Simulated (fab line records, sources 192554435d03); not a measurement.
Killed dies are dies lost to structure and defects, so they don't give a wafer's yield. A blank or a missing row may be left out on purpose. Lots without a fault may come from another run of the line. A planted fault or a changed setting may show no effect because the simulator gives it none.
fab line records | flow n5_finfet
record lots=3 wafers=9 last_day=18
route steps=1938 shown SDB@374 DUMMY_REMOVAL@377 HKMG_FIN@385 BEOL_M4@1111 PASSIVATION@1936
lots that met no fault: from a run of the same line without faults
start_h: hours from the record's first day to the start of the lot's first wafer shown | wait_h: hours since the lot's step before | " the same as in the row above | L1.1+2: a row that stands for several wafers | - no value, or no start given | * or withheld: withheld | < > ~ a bound
route shown NAME@n: a module of which the file shows steps, and the number in the route of the first | usual: mean/standard deviation of fault-free wafers | same: alike in all rows | chamber/n: place in a boat | sites: the reading at each site | _std_site: their standard deviation | _edge_site: outer sites' mean less inner sites' | radius_mm: how far each site lies from the wafer's centre | mask NAME#n: copy n | behind: the tool/chamber that last shaped the wafer | hold: why the lot was held/for how many hours/how that ended | device: the transistor (n, p or np) that didn't switch | end of line: the same wafers' tests at the end of the route | a step without rows: its recipe alone | killed: dies lost to structure and defects at the first sort, not the wafer's yield | map: a wafer's dies, x killed, . not, _ none there
set.NAME: the setting as run; set.NAME@STEP: as run at that earlier step | model.NAME: the simulator's own value behind a step, which no gauge read
lots at some steps of the route; a table a step, a row a wafer
services: from which hour (start_h, from the record's first day; less than 0 if before it) a tool's chamber was out of use, for how many hours, and why
## steps
# step N5_SDB_CMP_30
# recipe stop_on=poly-Si t_overpolish_s=1.54 post_cmp_clean=alkaline_brush down_force_psi=4.1491 platen_rpm=51.796 pad_velocity_m_s=1.0306 target_thk_nm=30
# step N5_DUMMY_REMOVAL_HM_STRIP_01
# recipe chemistry=CH3F/O2 material=SiNx target_depth_a=40 stop_on=poly-Si time_s=6.8 over_etch_frac=0.3 ion_energy_ev=60 power_w=410 bias_w=29 Ar_flow_sccm=150 CH3F_flow_sccm=30 O2_flow_sccm=20
# step N5_DUMMY_REMOVAL_STRIP_10
# recipe chemistry=N2/H2 time_s=40 power_w=100 temp_c=40 pressure_mtorr=100 rf_frequency_hz=6e+07 bias_power_w=3 n2_flow_sccm=300 h2_flow_sccm=300
# step N5_DUMMY_REMOVAL_PRECLEAN_07
# recipe chemistry=dHF time_s=30 temp_c=25 dilution=withheld
# step N5_DUMMY_REMOVAL_DUMMY_REMOVE_02
# recipe chemistry=TMAH temp_c=70 target=poly-Si stop_on=SiO2 target_depth_nm=142 conc_wt_pct=5 time_s=57 dry=ipa_marangoni rinse_time_s=30 rinse_temp_c=23
# step N5_DUMMY_REMOVAL_PRECLEAN_08
# recipe chemistry=NF3:NH3 afs_cycles=2 temp_c=30 time_s=20 sublimation_temp_c=180 sublimation_time_s=60 pressure_torr=3 rf_power_w=30
# step N5_DUMMY_REMOVAL_PRECLEAN_04
# recipe chemistry=DHF time_s=37 temp_c=25 dilution=500:1
# step N5_DUMMY_REMOVAL_SRD_05
# recipe dry=ipa_marangoni do_ppb=5 time_s=30 temp_c=23 rinse_liquid=diw
# step N5_HKMG_FIN_IL_REGROW_00
# recipe material=SiO2 target_thk_a=7.5 chemistry=O3 temp_c=withheld time_s=30
# step N5_HKMG_FIN_HK_ALD_01
# recipe material=HfO2 target_thk_a=16 temp_c=withheld ald_precursor_family=HfCl4 ald_co_reactant=H2O pulse_time_s=3 purge_time_s=3 co_reactant_purge_time_s=2.5 co_reactant_pulse_time_s=0.3 ald_cycles=30
# usual ald_cycles=30/0 precursor_pulse_height_rel=1.001/0.019
# columns lot.wafer tool chamber start_h wait_h ald_cycles precursor_pulse_height_rel model.HfO2_of_HKMG_FIN_HK_ALD_01.thk_nm
L974.3 ald_hk-01 3 89.25 0.0 30 1.030 1.6
L974.4 " 2 " " 30 1.005 1.6
L974.6 " 0 " " 30 1.002 1.6
L987.1 ald_hk-01 1 167.08 0.0 19 0.996 1
L987.3 " 2 " " 30 1.017 1.6
L987.5 " 3 " " 30 1.021 1.6
L993.1 ald_hk-02 1 205.96 0.0 30 1.013 1.6
L993.3 " 0 " " 30 1.025 1.6
L993.5 " 2 " " 30 0.984 1.6
# step N5_HKMG_FIN_HK_ANNEAL_02
# recipe temp_c=700 time_s=30 ambient=N2 idle_temp_c=600 ramp_up_c_per_s=150 ramp_down_c_per_s=60 cool_to_c=600
# step N5_HKMG_FIN_ALD_74
# recipe material=La2O3 target_thk_a=5 temp_c=250 ald_precursor_family=La-Cp ald_co_reactant=O3 pulse_time_s=6 co_reactant_pulse_time_s=1 purge_time_s=3 co_reactant_purge_time_s=3
# step N5_HKMG_FIN_ALD_75
# recipe material=Al2O3 target_thk_a=10 temp_c=150 ald_precursor_family=TMA ald_co_reactant=H2O pulse_time_s=withheld co_reactant_pulse_time_s=1
# step N5_HKMG_FIN_COAT_41
# recipe resist=SOC temp_c=250 time_s=60 spin_rpm=1500 resist_thk_nm=300
# step N5_HKMG_FIN_COAT_42
# recipe resist=SiARC temp_c=220 time_s=60 spin_rpm=1500 resist_thk_nm=35
# step N5_HKMG_FIN_COAT_43
# recipe resist=CAR-ArF spin_rpm=1500 resist_thk_nm=90
# step N5_HKMG_FIN_EBR_45
# recipe solvent=PGMEA ebr_width_mm=1.5
# step N5_HKMG_FIN_SOFTBAKE_44
# recipe temp_c=110 time_s=60 resist=CAR-ArF
# step N5_HKMG_FIN_EXPOSE_46
# recipe mask_id=NDIPOLE na=1.35 source_shape=conventional sigma_outer=0.8 polarization=unpolarized dose_mj=40
# step N5_HKMG_FIN_PEB_47
# recipe peb_temp_c=withheld peb_time_s=60 resist=CAR-ArF
# step N5_HKMG_FIN_DEVELOP_48
# recipe develop_time_s=30 developer=TMAH resist=CAR-ArF rinse_liquid=diw dry=air_spin dev_temp_c=23
# step N5_HKMG_FIN_DESCUM_53
# recipe chemistry=O2 time_s=7.9 source_power_w=50 bias_power_w=20 pressure_mtorr=20 rf_frequency_hz=2.712e+07 temp_c=40 resist=CAR-ArF o2_flow_sccm=225
# step N5_HKMG_FIN_ETCH_54
# recipe chemistry=CF4 target=SiARC target_depth_a=455 mask_material=CAR-ArF time_s=75.8 ion_energy_ev=80 pressure_mtorr=40 source_w=545 bias_w=36 Ar_flow_sccm=100 cf4_flow_sccm=100 ends=cleared
# step N5_HKMG_FIN_ETCH_55
# recipe chemistry=N2/H2 target=SOC target_depth_a=2400 temp_c=40 time_s=300 ion_energy_ev=200 mask_material=SiARC pressure_mtorr=30 source_w=840 bias_w=150 n2_flow_sccm=200 h2_flow_sccm=200
# step N5_HKMG_FIN_STRIP_56
# recipe chemistry=N2/H2 temp_c=40 n2_flow_sccm=200 h2_flow_sccm=200 rf_frequency_hz=6e+07
# step N5_HKMG_FIN_STRIP_57
# recipe chemistry=CF4 resist=SiARC power_w=300 bias_power_w=75 pressure_mtorr=50 cf4_flow_sccm=150 rf_frequency_hz=6e+07
# step N5_HKMG_FIN_ETCH_58
# recipe chemistry=N2/H2 target=SOC target_depth_a=2158 ion_energy_ev=50 bias_w=13 time_s=741 pressure_mtorr=30 source_w=875 n2_flow_sccm=200 h2_flow_sccm=200
# step N5_HKMG_FIN_STRIP_93
# recipe chemistry=N2/H2 material=SOC time_s=20 power_w=500 temp_c=40 pressure_mtorr=50 rf_frequency_hz=6e+07 bias_power_w=8 h2_frac=0.5 n2_flow_sccm=300 h2_flow_sccm=300
# step N5_HKMG_FIN_WET_ETCH_76
# recipe chemistry=dNH4OH mix=1:50 temp_c=25 target=Al2O3 stop_on=La2O3 target_depth_nm=2.25 dry=ipa_marangoni rinse_time_s=30 rinse_temp_c=23
# step N5_HKMG_FIN_STRIP_60
# recipe chemistry=N2/H2 power_w=2500 temp_c=300 h2_frac=0.65 time_s=360 pressure_mtorr=withheld n2_flow_sccm=1750 h2_flow_sccm=3250
# step N5_HKMG_FIN_WET_ETCH_77
# recipe chemistry=dHCl mix=1:10000 temp_c=25 target=La2O3 stop_on=HfO2 target_depth_nm=2
# step N5_HKMG_FIN_WET_ETCH_78
# recipe chemistry=dNH4OH mix=1:50 temp_c=25 target=Al2O3 stop_on=La2O3 target_depth_nm=4.5 dry=ipa_marangoni rinse_time_s=30 rinse_temp_c=23
# step N5_HKMG_FIN_ALD_79
# recipe material=TiN target_thk_a=15 temp_c=400 ald_precursor_family=TiCl4 ald_co_reactant=NH3 pulse_time_s=1 purge_time_s=3 co_reactant_purge_time_s=2 co_reactant_pulse_time_s=2 ald_cycles=68 pressure_torr=3
# step N5_HKMG_FIN_CVD_62
# recipe material=a-Si target_thk_a=30 temp_c=500 precursor=Si2H6 pressure_torr=1 time_s=20.8
# step N5_HKMG_FIN_RTA_80
# recipe temp_c=withheld time_s=2 ambient=N2 idle_temp_c=600 ramp_up_c_per_s=150 ramp_down_c_per_s=60 cool_to_c=600
# step N5_HKMG_FIN_PRECLEAN_64
# recipe chemistry=dHF time_s=30 temp_c=25 dilution=withheld
# step N5_HKMG_FIN_THK_MEAS_70
# recipe thk_meas_gauge=xrf reads=HfO2_of_HKMG_FIN_HK_ALD_01
# usual HK_THK=1.589/0.022
# columns lot.wafer tool chamber start_h wait_h HK_THK[nm]
L974.3 film_metro-01 - 92.68 0.2 1.603
L974.4 " - " " 1.598
L974.6 " - " " 1.595
L987.1 film_metro-02 - 170.41 0.2 1.042
L987.3 " - " " 1.615
L987.5 " - " " 1.598
L993.1 film_metro-02 - 209.43 0.2 1.637
L993.3 " - " " 1.586
L993.5 " - " " 1.589
# step N5_BEOL_M4_RC_MEAS_101
# usual DIBL_N=36.3/1.8 DIBL_P=36.5/2.1 EOT_N=10.52/0.096 EOT_P=10.48/0.093 IGATE_N=0.0128/0.0021 IGATE_P=0.0038/0.00061 IOFF_N=0.16/0.031 IOFF_P=0.22/0.038 ION_N=677/12 ION_P=466/7.8 SS_N=71.5/0.61 SS_P=73.2/0.7 VT_N=249/3 VT_P=-248.9/3
# columns lot.wafer tool chamber start_h wait_h DIBL_N[mV/V] DIBL_P[mV/V] EOT_N EOT_P IGATE_N[nA/um] IGATE_P[nA/um] IOFF_N[nA/um] IOFF_P[nA/um] ION_N[uA/um] ION_P[uA/um] SS_N[mV/dec] SS_P[mV/dec] VT_N[mV] VT_P[mV]
L974.3 prober-02 0 201.48 1.1 38.6 39.4 10.45 10.39 0.0141 0.0042 0.19 0.24 676 460 72.7 73.6 246 -248.4
L974.4 " 0 " " 34.9 34.6 10.58 10.58 0.0119 0.0036 0.12 0.17 667 461 72.1 72.9 255 -252.3
L974.6 " 0 " " 39.2 39.7 10.49 10.43 0.0123 0.0037 0.21 0.24 674 455 72.3 74.1 249 -247.5
L987.1 prober-01 0 267.18 0.0 34.5 33.5 9.38 9.39 0.6281 0.1875 0.13 0.19 689 477 70.2 72.6 252 -248.8
L987.3 " 0 " " 37.5 36.2 10.64 10.53 0.0105 0.0031 0.16 0.23 686 464 71.1 73.2 247 -248.2
L987.5 " 0 " " 35.2 33.4 10.57 10.43 0.0126 0.0037 0.12 0.18 653 451 70.8 71.9 255 -251.4
L993.1 prober-01 0 316.30 0.0 35.0 35.3 10.62 10.59 0.0122 0.0036 0.14 0.22 685 479 71.6 73.0 251 -248.2
L993.3 " 0 " " 36.7 37.8 10.48 10.43 0.0140 0.0042 0.17 0.25 675 471 71.2 73.9 249 -245.9
L993.5 " 0 " " 34.5 35.2 10.58 10.56 0.0119 0.0036 0.14 0.21 689 477 71.6 72.5 250 -250.0
# step N5_PASSIVATION_PROBE_49
# usual defect_limited_yield=91.2/1.5 killed_at_M0_to_M3=33/9.6 killed_at_M4_up=14/5.6 killed_at_contacts=14/5.5 killed_at_front_end=40/13 killed_at_other=4/3 killed_dies=104/17 killed_open=68/13 killed_short=33/7.2 sort_bin_4_leakage=0.00/0.014 sort_bin_5_function=5.2/0.95 sort_bin_6_memory=3.3/0.62 sort_n_pass=1076/17 sort_yield_pct=91.2/1.5
# same gross_dies=1180 killed_at_back_side=0 sort_bin_8_speed[%]=0
# columns lot.wafer tool chamber start_h wait_h defect_limited_yield[%] killed_at_M0_to_M3 killed_at_M4_up killed_at_contacts killed_at_front_end killed_at_other killed_dies killed_open killed_short sort_bin_4_leakage[%] sort_bin_5_function[%] sort_bin_6_memory[%] sort_n_pass sort_yield_pct[%]
L974.3 prober-02 - 315.73 0.1 92.3 32 6 8 41 4 91 69 22 0 4.2 3.4 1089 92.3
L974.4 prober-02 - 315.78 0.2 91.1 47 12 16 26 4 105 67 38 0 5.3 3.6 1075 91.1
L974.6 prober-02 - 315.88 0.3 90.2 39 10 15 48 4 116 65 50 0 5.2 3.9 1064 90.2
L987.1 prober-02 - 366.81 0.0 92.5 18 15 5 40 10 88 52 30 92.54 4.5 2.6 0 0
L987.3 prober-02 - 366.91 0.1 90.9 30 31 7 39 0 107 70 34 0 5.7 3.0 1073 90.9
L987.5 prober-02 - 367.01 0.2 90.2 45 13 12 46 0 116 70 42 0 6.1 3.5 1064 90.2
L993.1 prober-01 - 427.03 0.0 90.7 37 20 18 33 2 110 81 28 0 5.5 3.6 1070 90.7
L993.3 prober-01 - 427.13 0.1 93.4 31 5 12 29 1 78 59 19 0 4.1 2.3 1102 93.4
L993.5 prober-01 - 427.23 0.2 93.0 23 9 18 33 0 83 49 30 0 4.6 2.4 1097 93.0
# killed by level:class
L974.3 FIN_SAQP:geometric_particle:open=11 DUMMY_GATE:geometric_particle:open=11 BEOL_M2:geometric_particle:open=9 MOL_CONTACT_COAG:geometric_particle:open=8 BEOL_M0_SAQP:geometric_particle:open=6 BEOL_M0_SAQP:geometric_particle:short=6 FIN_SAQP:geometric_particle:short=5 STI_FIN_REVEAL:geometric_particle:open=5
L974.4 MOL_CONTACT_COAG:geometric_particle:open=11 BEOL_M3:geometric_particle:open=11 FIN_SAQP:geometric_particle:short=8 BEOL_M0_SAQP:geometric_particle:open=8 BEOL_M0_SAQP:geometric_particle:short=7 BEOL_M0:geometric_particle:open=7 BEOL_M2:geometric_particle:open=6 MOL_CONTACT_COAG:geometric_particle:short=5
L974.6 FIN_SAQP:geometric_particle:short=13 FIN_SAQP:geometric_particle:open=11 MOL_CONTACT_COAG:geometric_particle:open=11 BEOL_M0_SAQP:geometric_particle:short=8 STARTING-WAFER:geometric_particle:short=7 BEOL_M2:geometric_particle:open=6 BEOL_M2:geometric_particle:short=5 BEOL_M3:geometric_particle:open=5
L987.1 BEOL_M4:geometric_particle:open=8 FIN_SAQP:geometric_particle:short=6 GATE_CUT:geometric_particle:open=6 BEOL_M1:geometric_particle:open=5 MIM_TOP_ETCH:geometric_particle:open=5 FIN_SAQP:geometric_particle:open=4 STI_FIN_REVEAL:geometric_particle:open=4 DUMMY_GATE:geometric_particle:open=4
L987.3 BEOL_M4:geometric_particle:open=13 FIN_SAQP:geometric_particle:open=7 DUMMY_GATE:geometric_particle:open=7 FIN_SAQP:geometric_particle:short=6 GATE_CUT:geometric_particle:short=6 MOL_CONTACT_COAG:geometric_particle:open=5 BEOL_M3:geometric_particle:open=5 BEOL_M0_SAQP:geometric_particle:open=5
L987.5 BEOL_M0_SAQP:geometric_particle:short=14 BEOL_M3:geometric_particle:open=11 MOL_CONTACT_COAG:geometric_particle:open=9 BEOL_M0_SAQP:geometric_particle:open=9 GATE_CUT:geometric_particle:open=7 DUMMY_GATE:geometric_particle:open=6 FIN_SAQP:geometric_particle:open=5 STI_FIN_REVEAL:geometric_particle:open=5
L993.1 MOL_CONTACT_COAG:geometric_particle:open=13 FIN_SAQP:geometric_particle:short=10 FIN_SAQP:geometric_particle:open=10 BEOL_M4:geometric_particle:open=10 BEOL_M2:geometric_particle:open=9 BEOL_M1:geometric_particle:open=9 STI_FIN_REVEAL:geometric_particle:open=7 MOL_CONTACT_COAG:geometric_particle:short=5
L993.3 BEOL_M3:geometric_particle:open=22 MOL_CONTACT_COAG:geometric_particle:open=11 FIN_SAQP:geometric_particle:open=10 STI_FIN_REVEAL:geometric_particle:open=7 FIN_SAQP:geometric_particle:short=6 BEOL_M0_SAQP:geometric_particle:short=3 STI_FIN_REVEAL:geometric_particle:short=2 BEOL_M0_SAQP:geometric_particle:open=2
L993.5 MOL_CONTACT_COAG:geometric_particle:open=12 FIN_SAQP:geometric_particle:short=11 FIN_SAQP:geometric_particle:open=8 MOL_CONTACT_COAG:geometric_particle:short=6 BEOL_M2:geometric_particle:open=5 BEOL_M0_SAQP:geometric_particle:open=4 BEOL_M0_SAQP:geometric_particle:short=4 BEOL_M4:geometric_particle:open=4
# map L987.5 (x killed, . not)
_________________.x........x.________________
______________......x....x......_____________
___________........................__________
__________...x..x.x...xxx......x...._________
________.........x....x.........x...x._______
_______x......x...................x....______
______...............x.x..x....x.....x.._____
_____.x..x..................x....x.......____
____..................x....x.xx...........___
___.............x..........x...x...........__
___............................x...........__
__.x...........................x......x.x..._
__.........................................._
_...x.................x..x...................
_.............x...................x..........
_..x.....x.........x............x...xx.......
_x...............................x...........
_.x......................x...x.......x.......
_...........x...................x............
_.......x...............x...............x...x
_....x...........................x...xx.....x
__.......x.......xx.xx.x.............x......_
__x.....x.....x..............x.....x........_
___.......x.........x..xx..................__
___......x.x............x..................__
____.x........xx..x........x...xx.........___
_____...........x..........x......x..x...____
______.........x...................x...._____
_______.......x.......xx......xx.x.....______
________....x.x................x.x...._______
__________..........x..............._________
___________.x..................xx..__________
______________.x.x.............._____________
_________________.....x......________________
# map L974.6 (x killed, . not)
_________________............________________
______________x........xx.x....._____________
___________x.x...x........x....x...__________
__________..x.......x..............._________
________....xx....................x..._______
_______........x.x................x....______
______...........x......xx.............._____
_____.x..............x.x..x..............____
____...x..x.............x...........x.....___
___.x.......x......xx.x..x.x.........x.....__
___......xx......x.....x...x...x...........__
__..x.x..x...........................x......_
__x................x...........x..x........._
_........x................x....x.............
_...........x....................x....x......
_.......x..........................xx........
_....xx.xx...................................
_.........x.x..............x.................
_......................x..x.............x...x
_....x.............x............x......x.....
_................x.........x.x..............x
__x...x..x..x.x............................._
__......x..............x...................._
___.......x..........x..x...............x..__
___.......x........x..x.....x..............__
____.........x...............x.....x......___
_____................xxx..x..............____
______.............x.................x.._____
_______x.............................x.______
________....x............x......x....._______
__________.........................._________
___________..........x...xx........__________
______________....x..x..x..x...._____________
_________________....x.....x.________________
## services
# columns tool chamber start_h hours kind
ald_hk-02 - 82.54 2.7 repair
ald_hk-02 - 190.26 1.9 repair
ald_hk-01 - 199.56 1.5 repair
## key
first_sign step=N5_HKMG_FIN_HK_ALD_01 reading=ald_cycles direction=down sigmas=99+ usual=* struck=*
effect step=N5_HKMG_FIN_THK_MEAS_70 reading=HK_THK direction=down sigmas=25 usual=1.589 struck=1.042
effect step=N5_BEOL_M4_RC_MEAS_101 reading=IGATE_P direction=up sigmas=99+ usual=0.0038 struck=0.1875
effect step=N5_BEOL_M4_RC_MEAS_101 reading=IGATE_N direction=up sigmas=99+ usual=0.0128 struck=0.6281
effect step=N5_BEOL_M4_RC_MEAS_101 reading=EOT_N direction=down sigmas=12 usual=10.52 struck=9.38
effect step=N5_BEOL_M4_RC_MEAS_101 reading=EOT_P direction=down sigmas=12 usual=10.48 struck=9.39
effect step=N5_PASSIVATION_PROBE_49 reading=sort_bin_4_leakage direction=up sigmas=99+ usual=0.00 struck=92.54
model_effect step=N5_HKMG_FIN_HK_ALD_01 value=HfO2_of_HKMG_FIN_HK_ALD_01.thk_nm without=1.6 struck=1
met_at N5_HKMG_FIN_HK_ALD_01
struck_wafers L987.1
fault kind=process_parameter_drift tool=ald_hk-01 chamber=1 onset_h=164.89 steps=N5_HKMG_FIN_HK_ALD_01 channel=ald_cycles offset=* shape=step end_h=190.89 acts_in=* stated=*
